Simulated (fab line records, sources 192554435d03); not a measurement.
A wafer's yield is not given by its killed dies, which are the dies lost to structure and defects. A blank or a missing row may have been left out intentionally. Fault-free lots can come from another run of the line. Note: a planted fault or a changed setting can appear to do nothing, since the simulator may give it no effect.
Which tool was responsible? | flow n5_finfet | Sampling: 10 lots, 30 wafers, 6 of 1938 route steps

== WHAT EACH GAUGE READ, for each wafer ==
N5_WELL_APT_OVL_MEAS_26.
lot  | measured    | on         | PWELL_OVL (nm)
L160 | day 1 15:23 | overlay-02 | -10 -5 0
L166 | day 3 03:05 | overlay-01 | -1 -3 2
L168 | day 3 15:13 | overlay-02 | 9 3 9
L173 | day 4 21:16 | overlay-02 | 7 9 8
L174 | day 5 02:58 | overlay-01 | 1 3 1
L178 | day 6 02:59 | overlay-02 | -4 -6 6
L179 | day 6 09:13 | overlay-02 | -6 4 -7
L180 | day 6 15:44 | overlay-01 | 8 8 4
L181 | day 6 21:13 | overlay-02 | -7 2 -11
L182 | day 7 03:17 | overlay-01 | -1 -1 3

N5_WELL_APT_INSPECT_27: inspects for defects (macro).
lot  | measured    | on                | raw_defect_count
L160 | day 1 15:24 | defect_inspect-01 | 3 3 3
L166 | day 3 03:07 | defect_inspect-01 | 1 4 3
L168 | day 3 15:14 | defect_inspect-01 | 1 1 3
L173 | day 4 21:18 | defect_inspect-01 | 2 4 2
L174 | day 5 02:59 | defect_inspect-02 | 1 0 0
L178 | day 6 03:01 | defect_inspect-01 | 1 2 2
L179 | day 6 09:14 | defect_inspect-01 | 1 1 0
L180 | day 6 15:46 | defect_inspect-02 | 2 4 2
L181 | day 6 21:14 | defect_inspect-02 | 3 3 0
L182 | day 7 03:19 | defect_inspect-01 | 3 1 2

N5_WELL_APT_INSPECT_38: inspects for defects (darkfield).
lot  | measured    | on                | raw_defect_count
L160 | day 1 17:16 | defect_inspect-02 | 20 10 15
L166 | day 3 04:59 | defect_inspect-01 | 4 13 14
L168 | day 3 17:19 | defect_inspect-02 | 16 12 13
L173 | day 4 23:00 | defect_inspect-01 | 36 53 72
L174 | day 5 04:52 | defect_inspect-02 | 68 68 80
L178 | day 6 04:56 | defect_inspect-01 | 13 8 6
L179 | day 6 11:10 | defect_inspect-01 | 7 9 10
L180 | day 6 17:29 | defect_inspect-01 | 18 21 11
L181 | day 6 23:10 | defect_inspect-02 | 12 15 10
L182 | day 7 04:59 | defect_inspect-02 | 14 17 22

N5_BEOL_M4_RC_MEAS_101.
lot  | measured     | on        | DIBL_N (mV/V)  | DIBL_P (mV/V)  | IOFF_N (nA/um) | IOFF_P (nA/um) | ION_N (uA/um) | ION_P (uA/um) | SS_N (mV/dec)  | SS_P (mV/dec)  | VT_N (mV)   | VT_P (mV)
L160 | day 8 15:29  | prober-01 | 35.6 39.3 37.9 | 34.3 38.9 37.1 | 0.13 0.22 0.19 | 0.14 0.20 0.18 | 654 684 686   | 441 455 455   | 71.5 73.0 72.5 | 72.4 73.8 73.3 | 255 247 249 | -257 -256 -254
L166 | day 9 10:58  | prober-01 | 34.8 37.2 34.0 | 33.8 36.0 32.3 | 0.13 0.16 0.12 | 0.16 0.18 0.13 | 664 678 660   | 456 457 448   | 71.1 71.7 70.9 | 73.1 73.2 71.5 | 251 248 255 | -257 -253 -257
L168 | day 10 10:04 | prober-01 | 35.4 33.4 37.0 | 34.8 32.0 37.2 | 0.16 0.12 0.20 | 0.21 0.17 0.26 | 662 666 682   | 463 464 465   | 71.6 71.6 73.0 | 72.6 72.0 73.6 | 246 251 245 | -248 -251 -245
L178 | day 12 19:44 | prober-01 | 33.2 36.7 34.9 | 32.4 37.0 35.9 | 0.11 0.16 0.14 | 0.15 0.20 0.20 | 670 692 669   | 451 469 463   | 70.2 71.6 70.1 | 72.3 73.0 73.3 | 255 251 251 | -254 -251 -251
L179 | day 12 22:39 | prober-01 | 36.2 37.5 37.8 | 36.9 38.8 38.8 | 0.18 0.21 0.20 | 0.22 0.25 0.24 | 694 697 696   | 472 472 471   | 72.3 72.2 72.2 | 72.9 73.3 73.0 | 247 246 245 | -249 -249 -245
L180 | day 13 15:20 | prober-01 | 35.9 39.2 35.8 | 34.1 39.1 33.8 | 0.13 0.20 0.13 | 0.15 0.22 0.14 | 656 709 668   | 449 469 445   | 71.6 72.2 71.5 | 72.8 74.6 73.2 | 255 245 254 | -254 -253 -261
L181 | day 13 15:49 | prober-01 | 40.6 38.2 36.6 | 40.7 37.9 36.7 | 0.28 0.23 0.18 | 0.31 0.25 0.22 | 709 708 702   | 480 479 478   | 73.2 72.2 72.0 | 74.6 73.6 73.9 | 241 244 246 | -246 -245 -247
L182 | day 14 15:19 | prober-01 | 35.5 32.7 35.4 | 35.0 31.9 36.6 | 0.15 0.11 0.16 | 0.23 0.18 0.25 | 676 672 688   | 468 472 474   | 71.7 70.3 71.5 | 73.1 71.7 72.9 | 254 254 249 | -243 -247 -244

== WHAT TOOL EACH LOT RAN ON (gives the tool, then ch and the chambers of the sampled wafers, and finally the start) ==
lot  | N5_WELL_APT_OXIDE_STRIP_42         | N5_FIN_SAQP_DENSIFY_62
L160 | wet_bench-01 ch 2,3,4, day 1 16:32 | rtp_anneal-02 ch 0, day 1 21:11
L166 | wet_bench-03 ch 2,6,7, day 3 04:03 | rtp_anneal-02 ch 0, day 3 09:20
L168 | wet_bench-05 ch 1,2,3, day 3 16:20 | rtp_anneal-01 ch 0, day 3 21:25
L173 | wet_bench-05 ch 2,3,6, day 4 22:16 | -
L174 | wet_bench-05 ch 0,4,7, day 5 03:55 | -
L178 | wet_bench-05 ch 1,4,7, day 6 03:56 | rtp_anneal-01 ch 0, day 6 08:33
L179 | wet_bench-03 ch 0,3,5, day 6 10:14 | rtp_anneal-01 ch 0, day 6 15:37
L180 | wet_bench-03 ch 1,4,5, day 6 16:42 | rtp_anneal-01 ch 0, day 6 21:22
L181 | wet_bench-05 ch 0,2,3, day 6 22:26 | rtp_anneal-02 ch 0, day 7 03:30
L182 | wet_bench-01 ch 1,6,7, day 7 04:15 | rtp_anneal-01 ch 0, day 7 08:39
- N5_WELL_APT_OXIDE_STRIP_42: strips SiO2 in dHF, time 45 s, target depth 12 nm.
- N5_FIN_SAQP_DENSIFY_62: time 60 s.

== WHAT THE TOOLS THEMSELVES READ (means of the sampled wafers that have a number; where no wafer has one, the mark that the record gives instead) ==
N5_WELL_APT_OXIDE_STRIP_42.
lot  | tool         | bath_heat_duty_pct (%) | run_length_s (s)
L160 | wet_bench-01 | 5.6                    | 51.8
L166 | wet_bench-03 | 6.5                    | 57.0
L168 | wet_bench-05 | 6.2                    | 57.4
L173 | wet_bench-05 | -                      | -
L174 | wet_bench-05 | -                      | -
L178 | wet_bench-05 | 5.9                    | 56.9
L179 | wet_bench-03 | 6.4                    | 52.4
L180 | wet_bench-03 | 7.3                    | 57.8
L181 | wet_bench-05 | 7.3                    | 52.2
L182 | wet_bench-01 | 6.4                    | 51.4

N5_FIN_SAQP_DENSIFY_62.
lot  | tool          | lamp_power_pct (%) | lamp_zone_5_pct (%) | wafer_temp_C_max
L160 | rtp_anneal-02 | 9.92               | 9.853               | 703.7
L166 | rtp_anneal-02 | 9.83               | 9.852               | 702.9
L168 | rtp_anneal-01 | 9.85               | 9.843               | 702.8
L178 | rtp_anneal-01 | 9.82               | 9.845               | 703.2
L179 | rtp_anneal-01 | 9.82               | 9.848               | 702.9
L180 | rtp_anneal-01 | 9.87               | 9.846               | 703.5
L181 | rtp_anneal-02 | 9.82               | 9.857               | 702.8
L182 | rtp_anneal-01 | 9.87               | 9.835               | 703.8

== THE ANSWER, worked out from the rows above alone ==
Rule: the lots themselves supply what counts as usual. The widest of any qualifying gaps counts: lots, ordered by their means at a reading, are off when they make up no more than a third of the lots, leave a main group of 4 or more, and stand apart from it by 3 or more times the standard deviation of that group's means. If all means in a main group match to the digits the tables above print for the reading, that group is not used. A lot without any number at a reading at which 4 lots or more have one is off too. Where the step has rows for the other lots, those lots are counted as sound. First the gauges in route order, then the tools' own readings, where a lot's mean is used as printed above. At the first step where some lot is off, the reading lying furthest off is the one used; lots without a number count as furthest.
Off at N5_WELL_APT_INSPECT_38 (raw_defect_count): L173, L174. Main group: mean 13, sd 3.2.
A tool fits if, at a process step before that reading, it ran every lot that is off, and no sound lot after the first of them. The gauges at N5_WELL_APT_INSPECT_38 aren't tried: what is off there is off at N5_WELL_APT_OXIDE_STRIP_42 too, on other tools, and a gauge's error can't cause that. No candidate that was tried fits.

== WHAT THE SIMULATOR HAD INSERTED ==
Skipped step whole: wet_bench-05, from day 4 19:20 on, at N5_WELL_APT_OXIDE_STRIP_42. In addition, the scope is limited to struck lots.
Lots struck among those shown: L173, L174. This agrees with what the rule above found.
